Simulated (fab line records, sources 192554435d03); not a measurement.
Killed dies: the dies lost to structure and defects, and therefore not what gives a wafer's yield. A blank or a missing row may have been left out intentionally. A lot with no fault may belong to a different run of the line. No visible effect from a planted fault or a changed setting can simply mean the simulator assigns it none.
Matching of chambers | flow n5 finfet | N5_BEOL_M11_STRIP_19 on rie diel-06: 4 sister chambers
The step strips in O2. 8 wafers are shown with their chamber, then 8 later ones without.

WAFERS PAIRED WITH THEIR CHAMBERS
wafer  | chamber | showerhead plenum p Torr (Torr) | throttle valve pct (%)
L082.6 | 1       | 2.19                            | 16.50
L081.3 | 0       | 2.05                            | 16.82
L081.5 | 3       | 2.12                            | 16.58
L081.6 | 0       | 2.05                            | 16.82
L089.1 | 3       | 2.11                            | 16.61
L089.2 | 2       | 2.04                            | 16.13
L089.4 | 2       | 2.04                            | 16.16
L092.1 | 1       | 2.19                            | 16.56

WAFERS WITH NO CHAMBER GIVEN
wafer  | showerhead plenum p Torr (Torr) | throttle valve pct (%)
L092.2 | 2.04                            | 16.16
L092.3 | 2.05                            | 16.82
L092.4 | 2.11                            | 16.60
L092.5 | 2.11                            | 16.61
L092.6 | 2.04                            | 16.14
L093.2 | 2.04                            | 16.15
L093.3 | 2.05                            | 16.83
L093.6 | 2.05                            | 16.84

WHICH CHAMBER EACH ONE RAN IN
wafer  | from the rows above | in truth
L092.2 | 2                   | 2
L092.3 | 0                   | 0
L092.4 | 3                   | 3
L092.5 | 3                   | 3
L092.6 | 2                   | 2
L093.2 | 2                   | 2
L093.3 | 0                   | 0
L093.6 | 0                   | 0
Placed correctly: 8 of 8. Can't be placed from these rows: 0. Number placed wrongly: 0.
How it was worked out, from the rows above alone: a wafer's distance from a chamber is the root of the sum, over the readings, of the square of ((its reading less the chamber's mean) divided by the reading's scatter). The wafer belongs to the nearest chamber; if the next one is less than 2 further off, it can't be placed. For every chamber, the mean is computed from those of its wafers that are shown. How the scatter is found: for the shown wafers, subtract from each reading the mean of its chamber, square and add these, divide the total by (wafers less chambers), then take the root.
